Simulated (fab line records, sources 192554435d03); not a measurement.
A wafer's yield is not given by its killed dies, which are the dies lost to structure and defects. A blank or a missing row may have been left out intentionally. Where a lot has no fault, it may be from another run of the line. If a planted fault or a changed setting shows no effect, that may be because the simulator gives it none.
One fault through the eyes of 2 desks / flow n5_finfet / every desk sees just its own numbers, and what lay behind them comes last
Where a reading is given only as a bound, like >300, the bound stands for it, and a mean or a difference that rests on one is marked > or <: the true number lies beyond.

== AT THE TOOL OWNER'S DESK: rie_metal-02 ==
The tool's own readings at N5_MIM_TOP_ETCH_ETCH_00 (etches TiN in Cl2/BCl3, target depth 38.5 nm): means of the sampled wafers that have a number, for each lot that ran on this tool. The brackets show how far a lot's mean lies from the usual mean; more than 4 standard deviations puts the lot out of limits, marked OUT.
Columns: A = drypump_motor_current_A at N5_MIM_TOP_ETCH_ETCH_00, usual 5.95 A; B = mfc_cl2_sccm at N5_MIM_TOP_ETCH_ETCH_00, usual 53.21 sccm; C = oes_ar_750_au at N5_MIM_TOP_ETCH_ETCH_00, usual 0.80 a.u.; D = oes_product_au at N5_MIM_TOP_ETCH_ETCH_00, usual 0.80 a.u.; E = throttle_valve_pct at N5_MIM_TOP_ETCH_ETCH_00, usual 22.61 %
lot=L504; first seen here=day 13 02:14; A=6.04; B=53.22; C=0.78; D=0.77; E=22.79
lot=L505; first seen here=day 13 21:17; A=5.92; B=53.26; C=0.76; D=0.74; E=22.62
lot=L512; first seen here=day 15 06:54; A=6.05; B=53.18; C=0.76; D=0.75; E=22.79
lot=L514; first seen here=day 18 00:23; A=6.03; B=53.29; C=0.75; D=0.75; E=22.82
lot=L517; first seen here=day 18 00:50; A=6.03; B=53.11; C=0.75; D=0.74; E=22.81
lot=L520; first seen here=day 18 12:25; A=6.05; B=53.31; C=0.75; D=0.74; E=22.81
This desk's verdict: no lot among the 6 shows anything out of limits.

== THE DEFECT DESK ==
Counts from the inspections along the route, per lot, as means over the sampled wafers that have a number. The brackets show how far a lot's mean lies from the usual mean; more than 4 standard deviations puts the lot out of limits, marked OUT.
Columns: A = raw_defect_count at N5_MIM_BOT_LITHO_INSPECT_12, usual 1.9
lot=L503; first seen here=day 13 02:28; A=2.3
lot=L504; first seen here=day 13 02:58; A=2.7
lot=L505; first seen here=day 13 21:55; A=3.0
lot=L512; first seen here=day 15 07:38; A=2.0
lot=L516; first seen here=day 17 09:16; A=2.3
lot=L510; first seen here=day 17 14:03; A=2.0
lot=L514; first seen here=day 18 01:20; A=3.3
lot=L517; first seen here=day 18 01:34; A=>101 (>+71) OUT
lot=L520; first seen here=day 18 13:13; A=>101 (>+71) OUT
lot=L521; first seen here=day 19 08:13; A=2.0
This desk's finding: out of limits on L517, L520; first on L517, day 18 01:34 (raw_defect_count at N5_MIM_BOT_LITHO_INSPECT_12). In limits: L503, L504, L505, L512, L516, L510, L514, L521.

== TAKEN TOGETHER ==
The defect desk could have raised an alarm at day 18 01:34, on L517, L520.
The desk of the tool owner found nothing out of limits.
On record at the tool owner's desk: L517, L520, within its limits.
Every lot named ran N5_MIM_TOP_ETCH_ETCH_00 on rie_metal-02.

== WHAT THE SIMULATOR HAD PUT IN ==
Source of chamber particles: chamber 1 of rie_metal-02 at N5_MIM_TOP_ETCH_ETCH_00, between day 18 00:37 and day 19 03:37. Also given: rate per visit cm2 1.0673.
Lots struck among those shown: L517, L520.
Hours from the fault's start to each desk's first reading out of limits: the defect desk, 1.
